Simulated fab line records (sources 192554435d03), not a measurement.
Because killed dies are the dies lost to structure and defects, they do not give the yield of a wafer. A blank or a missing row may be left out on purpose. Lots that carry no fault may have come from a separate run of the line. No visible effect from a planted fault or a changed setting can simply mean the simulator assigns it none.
Which tool was responsible? -- flow n5 finfet -- 21 lots, 63 wafers sampled, at 6 steps of a route of 1938

WHAT EACH GAUGE READ, for each wafer
Not one reading of a measure or inspect step in the record can be checked against a usual standard deviation.

WHAT TOOL EACH LOT RAN ON (gives the tool, then ch and the chambers of the sampled wafers, and finally the start)
lot,N5_BEOL_M2_ETCH_74,N5_BEOL_M2_ETCH_69,N5_BEOL_M2_STRIP_97,N5_BEOL_M2_ALD_84,N5_BEOL_M2_SURFACE_TREAT_85,N5_BEOL_M2_SPUTTER_81
L074,"rie diel-06 ch 1,2, day 6 20:38","rie diel-02 ch 1,3, day 6 21:57","rie diel-05 ch 0,3, day 6 23:47 or earlier","ald metal-01 ch 0,2, day 6 23:47","pvd sputter-01, day 7 00:03","pvd sputter-01, day 7 00:47"
L075,"rie diel-06 ch 1,2,3, day 6 22:48","rie diel-05 ch 0,3, day 7 00:00","rie diel-05 ch 1,2, day 7 02:59 or earlier","ald metal-01 ch 0,1,2, day 7 02:59","pvd sputter-01, day 7 03:11","pvd sputter-01, day 7 03:58"
L076,"rie diel-05 ch 0,1,3, day 6 22:55","rie diel-06 ch 0,1,2, day 7 00:05","rie diel-02 ch 1,2,3, day 7 08:49 or earlier","ald metal-01 ch 0,2, day 7 08:49","pvd sputter-01, day 7 09:08","pvd sputter-01, day 7 09:53"
L077,"rie diel-02 ch 0,2,3, day 7 07:12","rie diel-06 ch 0,2, day 7 08:13","rie diel-05 ch 0,1,2, day 7 13:43 or earlier","ald metal-04 ch 1,2,3, day 7 13:43","pvd sputter-02, day 7 13:59","pvd sputter-02, day 7 14:47"
L078,"rie diel-06 ch 0,2,3, day 7 07:47","rie diel-06 ch 0,3, day 7 08:41","rie diel-02 ch 2,3, day 7 14:01 or earlier","ald metal-01 ch 1,2, day 7 14:01","pvd sputter-03, day 7 16:07","pvd sputter-02, day 7 16:47"
L079,"rie diel-06 ch 2,3, day 7 21:59","rie diel-02 ch 1,3, day 7 23:07","rie diel-05 ch 0,3, day 8 00:55 or earlier","ald metal-01 ch 0,1,2, day 8 00:55","pvd sputter-03, day 8 01:08","pvd sputter-03, day 8 01:51"
L080,"rie diel-05 ch 2,3, day 8 00:56","rie diel-05 ch 0,2, day 8 02:19","rie diel-06 ch 0,3, day 8 04:05 or earlier","ald metal-03 ch 1,2, day 8 04:05","pvd sputter-03, day 8 04:22","pvd sputter-01, day 8 05:04"
L081,"rie diel-02 ch 0,2,3, day 8 07:10","rie diel-06 ch 0,2, day 8 08:10","rie diel-02 ch 0,1,2, day 8 13:44 or earlier","ald metal-03 ch 0,3, day 8 13:44","pvd sputter-03, day 8 14:01","pvd sputter-03, day 8 14:49"
L083,"rie diel-06 ch 0,1, day 8 17:05","rie diel-02 ch 0,2,3, day 8 17:59","rie diel-06 ch 0,2,3, day 8 22:20 or earlier","ald metal-03 ch 0,2,3, day 8 22:20","pvd sputter-01, day 8 22:34","pvd sputter-03, day 9 00:46"
L084,"rie diel-05 ch 0,2, day 8 22:16","rie diel-06 ch 1,2, day 8 23:24","rie diel-02 ch 0,2,3, day 9 05:55 or earlier","ald metal-04 ch 1,3, day 9 05:55","pvd sputter-02, day 9 06:12","pvd sputter-01, day 9 06:58"
L085,"rie diel-05 ch 2,3, day 9 08:57","rie diel-06 ch 0,2,3, day 9 10:00","rie diel-02 ch 1,2,3, day 9 12:59 or earlier","ald metal-04 ch 2,3, day 9 12:59","pvd sputter-02, day 9 13:25","pvd sputter-03, day 9 14:20"
L086,"rie diel-02 ch 0,2, day 9 10:19","rie diel-02 ch 1,2,3, day 9 11:13","rie diel-02 ch 0,1,2, day 9 16:22 or earlier","ald metal-04 ch 0,2, day 9 16:22","pvd sputter-03, day 9 16:41","pvd sputter-03, day 9 17:30"
L087,"rie diel-05 ch 0,1,2, day 9 23:14","rie diel-06 ch 1,2,3, day 10 00:17","rie diel-02 ch 0,2,3, day 10 06:05 or earlier","ald metal-04 ch 0,2,3, day 10 06:05","pvd sputter-01, day 10 06:19","pvd sputter-02, day 10 07:00"
L088,"rie diel-06 ch 0,2,3, day 10 03:14","rie diel-05 ch 0,1,2, day 10 04:09","rie diel-05 ch 0,1,3, day 10 12:50 or earlier","ald metal-01 ch 1,2, day 10 12:50","pvd sputter-02, day 10 13:10","pvd sputter-03, day 10 13:50"
L090,"rie diel-05 ch 0,2,3, day 10 07:59","rie diel-05 ch 1,2, day 10 09:12","rie diel-02 ch 0,1,3, day 10 15:52 or earlier","ald metal-01 ch 0,2, day 10 15:52","pvd sputter-01, day 10 16:10","pvd sputter-01, day 10 16:52"
L089,"rie diel-02 ch 0,3, day 10 10:08","rie diel-02 ch 0,1,2, day 10 11:09","rie diel-06 ch 1,2, day 10 15:56 or earlier","ald metal-04 ch 0,1,2, day 10 15:56","pvd sputter-03, day 10 16:11","pvd sputter-02, day 10 17:02"
L091,"rie diel-05 ch 0,2, day 10 16:05","rie diel-02 ch 0,2, day 10 17:07","rie diel-06 ch 0,1,2, day 10 19:23 or earlier","ald metal-01 ch 0,1, day 10 19:23","pvd sputter-01, day 10 19:47","pvd sputter-01, day 10 20:42"
L094,"rie diel-05 ch 0,3, day 11 12:33","rie diel-05 ch 1,2,3, day 11 13:34","rie diel-05 ch 0,2,3, day 11 16:17 or earlier","ald metal-01 ch 1,2, day 11 16:17","pvd sputter-01, day 11 16:34","pvd sputter-02, day 11 17:18"
L095,"rie diel-05 ch 0,2,3, day 11 17:12","rie diel-06 ch 1,2,3, day 11 18:14","rie diel-05 ch 1,2, day 11 21:49 or earlier","ald metal-04 ch 0,2,3, day 11 21:49","pvd sputter-01, day 11 22:06","pvd sputter-01, day 11 22:50"
L096,"rie diel-02 ch 0,1,2, day 11 19:46","rie diel-02 ch 0,2, day 11 20:39","rie diel-06 ch 0,1,2, day 12 02:11 or earlier","ald metal-03 ch 0,2, day 12 02:11","pvd sputter-02, day 12 02:42","pvd sputter-02, day 12 03:24"
L097,"rie diel-06 ch 1,2, day 12 06:13","rie diel-02 ch 1,2,3, day 12 07:21","rie diel-06 ch 0,1,2, day 12 13:10 or earlier","ald metal-01 ch 0,1,2, day 12 13:10","pvd sputter-02, day 12 13:43","pvd sputter-01, day 12 16:55"
- N5_BEOL_M2_ETCH_74: etches underlayer in N2/H2, target depth 6.5 nm, time 5.2 s.
- N5_BEOL_M2_ETCH_69: etches SiARC in CF4, target depth 15.6 nm, time 26 s.
- N5_BEOL_M2_STRIP_97: strips in N2/H2, time 10 s.
- N5_BEOL_M2_ALD_84: deposits TaN, pulse time 2 s, purge time 3 s, co reactant purge time 2 s.
- N5_BEOL_M2_SURFACE_TREAT_85
- N5_BEOL_M2_SPUTTER_81: material Cu, target thk 4.5 nm, time 8.29 s.

WHAT THE TOOLS THEMSELVES READ (means of the sampled wafers that have a number; where no wafer has one, the mark that the record gives instead)
N5_BEOL_M2_ETCH_74.
lot,tool,chamber pressure mTorr (mTorr),drypump motor current A (A),etch rf on time s (s),oes product au (a.u.),rf vpp V (V),showerhead plenum p Torr (Torr),throttle valve pct (%)
L074,rie diel-06,29.97,6.0,5.13,0.67,520.8,2.42,17.6
L075,rie diel-06,29.99,6.2,5.27,0.67,523.3,2.51,17.8
L076,rie diel-05,29.99,5.7,5.28,0.72,521.8,2.47,17.5
L077,rie diel-02,30.04,5.7,5.09,0.70,521.8,2.50,18.0
L078,rie diel-06,30.01,5.9,5.19,0.68,523.9,2.52,18.1
L079,rie diel-06,30.03,6.3,5.12,0.75,523.7,2.55,17.9
L080,rie diel-05,30.02,6.0,5.25,0.65,523.4,2.51,17.8
L081,rie diel-02,30.00,5.8,5.08,0.68,522.8,2.50,18.0
L083,rie diel-06,29.98,5.2,5.11,0.68,522.7,2.51,18.0
L084,rie diel-05,30.02,6.2,5.25,0.63,522.3,2.48,17.9
L085,rie diel-05,30.03,5.5,5.33,0.66,522.6,2.48,17.6
L086,rie diel-02,30.02,5.4,5.03,0.72,520.7,2.49,17.9
L087,rie diel-05,30.00,6.3,5.20,0.66,521.4,2.48,17.8
L088,rie diel-06,30.00,5.9,5.17,0.66,522.5,2.51,18.1
L090,rie diel-05,30.00,5.8,5.31,0.63,523.7,2.48,17.7
L089,rie diel-02,30.02,5.4,5.08,0.68,522.7,2.50,18.0
L091,rie diel-05,29.96,6.4,5.21,0.61,524.2,2.50,18.0
L094,rie diel-05,29.94,5.6,5.30,0.64,519.9,2.45,17.6
L095,rie diel-05,30.04,5.8,5.32,0.63,522.1,2.48,17.7
L096,rie diel-02,29.98,5.6,5.17,0.69,521.3,2.47,17.7
L097,rie diel-06,29.97,6.1,5.13,0.75,523.1,2.54,17.6

N5_BEOL_M2_ETCH_69.
lot,tool,chamber pressure mTorr (mTorr),drypump motor current A (A),etch rf on time s (s),oes product au (a.u.),rf vpp V (V),showerhead plenum p Torr (Torr),throttle valve pct (%)
L074,rie diel-02,39.98,5.6,25.8,0.72,183.9,2.11,15.35
L075,rie diel-05,39.98,5.3,27.0,0.70,183.6,2.09,15.18
L076,rie diel-06,40.00,5.7,25.4,0.68,183.4,2.06,15.72
L077,rie diel-06,40.00,5.4,25.3,0.69,182.5,2.07,15.84
L078,rie diel-06,40.07,5.9,26.1,0.62,183.5,2.16,15.82
L079,rie diel-02,40.00,5.8,25.2,0.66,183.5,2.12,15.63
L080,rie diel-05,40.00,6.2,26.0,0.64,183.4,2.08,15.53
L081,rie diel-06,39.97,5.8,25.0,0.73,183.8,2.08,15.71
L083,rie diel-02,40.00,5.7,25.3,0.68,183.4,2.10,15.63
L084,rie diel-06,39.99,6.1,25.7,0.79,184.8,2.17,15.44
L085,rie diel-06,39.99,5.9,25.7,0.66,183.4,2.12,15.79
L086,rie diel-02,40.02,5.9,25.9,0.66,183.1,2.10,15.57
L087,rie diel-06,40.02,6.2,25.9,0.72,184.4,2.20,15.52
L088,rie diel-05,39.99,6.3,25.9,0.67,183.9,2.09,15.57
L090,rie diel-05,40.02,6.5,25.8,0.71,183.4,2.11,15.59
L089,rie diel-02,40.00,5.6,26.0,0.70,183.0,2.08,15.41
L091,rie diel-02,39.98,5.9,25.5,0.69,183.0,2.08,15.57
L094,rie diel-05,39.98,6.0,26.5,0.66,183.5,2.10,15.48
L095,rie diel-06,40.03,6.2,25.9,0.71,184.0,2.19,15.54
L096,rie diel-02,40.00,5.4,25.5,0.70,184.1,2.08,15.50
L097,rie diel-02,39.97,5.9,25.6,0.74,183.2,2.09,15.45

N5_BEOL_M2_STRIP_97.
lot,tool,chamber pressure mTorr (mTorr),drypump motor current A (A),oes product au (a.u.),rf vpp V (V),showerhead plenum p Torr (Torr),throttle valve pct (%)
L074,rie diel-05,19.985,5.3,0.83,59.4,2.47,23.2
L075,rie diel-05,19.999,6.5,0.78,59.0,2.51,23.6
L076,rie diel-02,20.004,5.9,0.79,58.7,2.49,23.5
L077,rie diel-05,19.988,6.3,0.80,58.9,2.49,23.5
L078,rie diel-02,20.001,6.1,0.73,59.3,2.50,23.9
L079,rie diel-05,19.974,5.3,0.83,58.8,2.47,23.2
L080,rie diel-06,20.005,6.0,0.72,59.8,2.57,24.1
L081,rie diel-02,19.993,5.6,0.84,59.0,2.48,23.5
L083,rie diel-06,19.979,5.9,0.78,59.2,2.51,24.0
L084,rie diel-02,20.003,5.7,0.79,59.7,2.49,23.9
L085,rie diel-02,19.994,5.9,0.77,59.8,2.48,23.6
L086,rie diel-02,19.977,5.6,0.84,58.5,2.47,23.5
L087,rie diel-02,19.994,5.8,0.78,58.5,2.49,23.9
L088,rie diel-05,20.017,5.8,0.82,58.9,2.46,23.3
L090,rie diel-02,20.014,5.5,0.79,59.3,2.49,23.6
L089,rie diel-06,19.996,6.0,0.93,58.9,2.61,23.1
L091,rie diel-06,19.982,5.7,0.84,59.2,2.52,23.6
L094,rie diel-05,20.021,5.8,0.74,59.5,2.47,23.5
L095,rie diel-05,19.980,6.5,0.75,58.8,2.49,23.7
L096,rie diel-06,20.013,5.7,0.82,58.5,2.52,23.6
L097,rie diel-06,19.981,5.7,0.81,59.7,2.52,23.6

N5_BEOL_M2_ALD_84.
lot,tool,heater power w (W),mfc carrier sccm (sccm)
L074,ald metal-01,434,1499
L075,ald metal-01,428,1500
L076,ald metal-01,467,1501
L077,ald metal-04,403,1499
L078,ald metal-01,427,1498
L079,ald metal-01,423,1504
L080,ald metal-03,423,1501
L081,ald metal-03,420,1498
L083,ald metal-03,424,1498
L084,ald metal-04,403,1501
L085,ald metal-04,386,1498
L086,ald metal-04,407,1500
L087,ald metal-04,385,1500
L088,ald metal-01,460,1498
L090,ald metal-01,432,1499
L089,ald metal-04,417,1497
L091,ald metal-01,396,1501
L094,ald metal-01,463,1500
L095,ald metal-04,394,1498
L096,ald metal-03,437,1501
L097,ald metal-01,425,1496

N5_BEOL_M2_SPUTTER_81.
lot,tool,throttle valve pct (%)
L074,pvd sputter-01,30.3
L075,pvd sputter-01,30.2
L076,pvd sputter-01,29.8
L077,pvd sputter-02,29.4
L078,pvd sputter-02,30.3
L079,pvd sputter-03,30.6
L080,pvd sputter-01,31.3
L081,pvd sputter-03,30.5
L083,pvd sputter-03,30.6
L084,pvd sputter-01,30.3
L085,pvd sputter-03,30.2
L086,pvd sputter-03,30.5
L087,pvd sputter-02,29.6
L088,pvd sputter-03,30.3
L090,pvd sputter-01,31.2
L089,pvd sputter-02,30.3
L091,pvd sputter-01,29.6
L094,pvd sputter-02,29.4
L095,pvd sputter-01,30.2
L096,pvd sputter-02,29.4
L097,pvd sputter-01,30.0

THE ANSWER, worked out from the rows above alone
Rule: the lots themselves supply what counts as usual. The widest of any qualifying gaps counts: lots, ordered by their means at a reading, are off when they make up no more than a third of the lots, leave a main group of 4 or more, and stand apart from it by 3 or more times the standard deviation of that group's means. If all means in a main group match to the digits the tables above print for the reading, that group is not used. Also off: a lot with no number at a reading for which 4 or more lots have one. Where the step has rows for the other lots, those lots are counted as sound. The gauges are gone through in route order, then the tools' own readings, and for those a lot's mean is taken as printed above. At the first step where some lot is off, the reading lying furthest off is the one used; lots without a number count as furthest.
Nothing can be told from this: no lot is off at any reading shown.

WHAT THE SIMULATOR PUT IN
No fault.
